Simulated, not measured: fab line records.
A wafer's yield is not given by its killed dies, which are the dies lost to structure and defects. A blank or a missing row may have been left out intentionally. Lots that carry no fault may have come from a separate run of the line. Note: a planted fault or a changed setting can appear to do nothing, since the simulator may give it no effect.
Struck lot and sound lot, side by side :: flow n5 finfet :: 37 out of 1938 route steps
Sound: the wafers L611.3, L611.4, L611.5. The struck wafers were L597.2, L597.4, L597.6. At the end, the cause is stated.
Each step with rows lists, per side, the tool, then ch with its chambers, then its first start. Under that, the readings that differ: sound wafers :: struck wafers :: difference of the means :: sigmas: that difference in standard deviations of wafers without a fault.
alike: a reading whose means differ by less than 2 such deviations, as well as words and numbers matching on both sides. not compared: withheld readings; readings where some wafer has no value; bounds like >300 that might hide an equal value; numbers whose values overlap and for which the record gives no deviation.
Wherever a step has rows on one side only, a row that says differs or no value, or a row with sigmas, the two part there. Non-overlapping numbers with no deviation appear without sigmas and do not part them. A reading missing from all wafers of one side parts the sides only when that side holds two or more wafers.

first, 9 steps without rows for these wafers: N5_BEOL_M4_ANNEAL_95 (time 240 s); N5_BEOL_M4_SPUTTER_96 (material Cu, target thk 4.5 nm, time 8.29 s); N5_BEOL_M4_ECD_50 (material Cu, target thk 300 nm); N5_BEOL_M4_ANNEAL_51 (time 90 s); N5_BEOL_M4_CMP_52 (polishes, stops on SiOC, t overpolish 6.8 s, target thk 40 nm); N5_BEOL_M4_PRE_CLEAN_60 (time 15 s); N5_BEOL_M4_CO_CAP_55 (material Co, precursor CCTBA/H2, target thk 2 nm, time 102.1 s); N5_BEOL_M4_PRE_CLEAN_56 (time 15 s); N5_BEOL_M4_DEP_57 (deposits SiCN from 3MS/NH3, target thk 8 nm, time 14 s).
N5_BEOL_M4_RC_MEAS_101:
  sound on prober-02 ch 0, day 13 18:40; struck on prober-02 ch 0, day 10 00:01
reading: VT_P (mV)
sound: -249 -253 -245
struck: -257 -256 -257
difference: -8
sigmas: -2
  alike: DIBL_N, DIBL_P, IOFF_N, IOFF_P, ION_N, ION_P, SS_N, SS_P, VT_N
then, 24 steps without rows for these wafers: N5_BEOL_M5_ILD_DEP_00 (deposits SiCOH lowk from DEMS/porogen, target thk 140.64 nm, time 25.9 s); N5_BEOL_M5_CURE_79 (cures SiCOH lowk, time 240 s); N5_BEOL_M5_PECVD_70 (deposits SiO2 from TEOS/O2, target thk 16 nm, time 18 s); N5_BEOL_M5_HM_DEP_02 (deposits TiN, target thk 20 nm); N5_BEOL_M5_COAT_59 (time 60 s, resist thk 60 nm); N5_BEOL_M5_COAT_60 (time 60 s, resist thk 12 nm); N5_BEOL_M5_COAT_71 (time 60 s, resist thk 5 nm); N5_BEOL_M5_COAT_05 (resist thk 30 nm); N5_BEOL_M5_EBR_07; N5_BEOL_M5_SOFTBAKE_06 (time 60 s); N5_BEOL_M5_EXPOSE_08 (exposes mask M5, target cd 28 nm); N5_BEOL_M5_PEB_09 (peb time 60 s); N5_BEOL_M5_DEVELOP_10 (develop time 30 s); N5_BEOL_M5_DESCUM_16 (chemistry O2, time 7 s); N5_BEOL_M5_ETCH_72 (etches underlayer in N2/H2, target depth 6.5 nm, time 5.2 s); N5_BEOL_M5_ETCH_61 (etches SiARC in CF4, target depth 15.6 nm, time 26 s); N5_BEOL_M5_ETCH_62 (etches SOC in N2/H2, target depth 75 nm, overetch 15 nm, time 112.5 s); N5_BEOL_M5_STRIP_63 (strips in N2/H2); N5_BEOL_M5_STRIP_73 (strips in N2/H2); N5_BEOL_M5_STRIP_64 (strips in CF4); N5_BEOL_M5_HM_OPEN_17 (chemistry Cl2/BCl3, target TiN, target depth 20 nm, overetch 6 nm); N5_BEOL_M5_STRIP_19 (strips in O2); N5_BEOL_M5_COAT_65 (time 60 s, resist thk 60 nm); N5_BEOL_M5_COAT_66 (time 60 s, resist thk 12 nm).
N5_BEOL_M7_CVD_78: deposits Co from CCTBA/H2, target thk 2 nm, time 142.3 s.
  sound on cvd co-02 ch 0,2, day 14 22:55; struck on cvd co-01 ch 0,2, day 11 06:38
  no value came back on the struck wafers for chamber pressure Torr (Torr), run length s (s); on the sound wafers chamber pressure Torr (Torr) reads 29.86 30.01 30.04
N5_BEOL_M7_CMP_52: polishes, stops on SiCOH lowk, t overpolish 6.9 s, target thk 80 nm.
  sound on cmp-04 ch 1,2,3, day 14 23:48; struck on cmp-01 ch 0,1,3, day 11 07:17
reading: barrier field endpoint s (s)
sound: 27.8 27.2 28.1
struck: 26.1 26.5 26.1
difference: -1.5
sigmas: -2

reading: motor current A (A)
sound: 7.3 6.6 7.0
struck: 5.8 5.9 5.3
difference: -1.3
sigmas: -2
  alike: clearing platen down force psi
-- record jumps: 3 days separate the struck wafers' starts on either side; left off in module BEOL_M7, taken up again in module PASSIVATION, whose first shown step is the route's number 1936 --
N5_PASSIVATION_PROBE_49:
  sound on prober-02 at day 17 19:52; struck on prober-01 at day 14 13:41
reading: defect limited yield (%)
sound: 91.2 90.8 92.2
struck: 16.8 16.5 18.3
difference: -74.2
sigmas: -46

reading: killed_at_M4_up
sound: 3 9 12
struck: 919 913 914
difference: +907
sigmas: +99 or more

reading: killed at contacts
sound: 20 11 17
struck: 3 2 8
difference: -12
sigmas: -2

reading: killed dies
sound: 104 108 92
struck: 982 985 964
difference: +876
sigmas: +49

reading: killed on rim
sound: 10 14 9
struck: 107 97 151
difference: +107
sigmas: +26

reading: sort_bin_5_function (%)
sound: 5.4 5.6 4.9
struck: 70.0 69.9 69.1
difference: +64.4
sigmas: +67

reading: sort_bin_6_memory (%)
sound: 3.1 3.4 2.9
struck: 13.2 13.1 12.5
difference: +9.8
sigmas: +13

reading: sort n pass
sound: 1076 1072 1088
struck: 198 195 216
difference: -876
sigmas: -44

reading: sort yield pct (%)
sound: 91.2 90.8 92.2
struck: 16.8 16.5 18.3
difference: -74.2
sigmas: -44
  alike: killed_at_M0_to_M3, killed at front end, killed at other, killed open, killed short, sort_bin_8_speed

== WHERE THEY PART ==
Earliest at N5_BEOL_M4_RC_MEAS_101; latest, in this record, at N5_PASSIVATION_PROBE_49.

WHY: what the simulator had put in
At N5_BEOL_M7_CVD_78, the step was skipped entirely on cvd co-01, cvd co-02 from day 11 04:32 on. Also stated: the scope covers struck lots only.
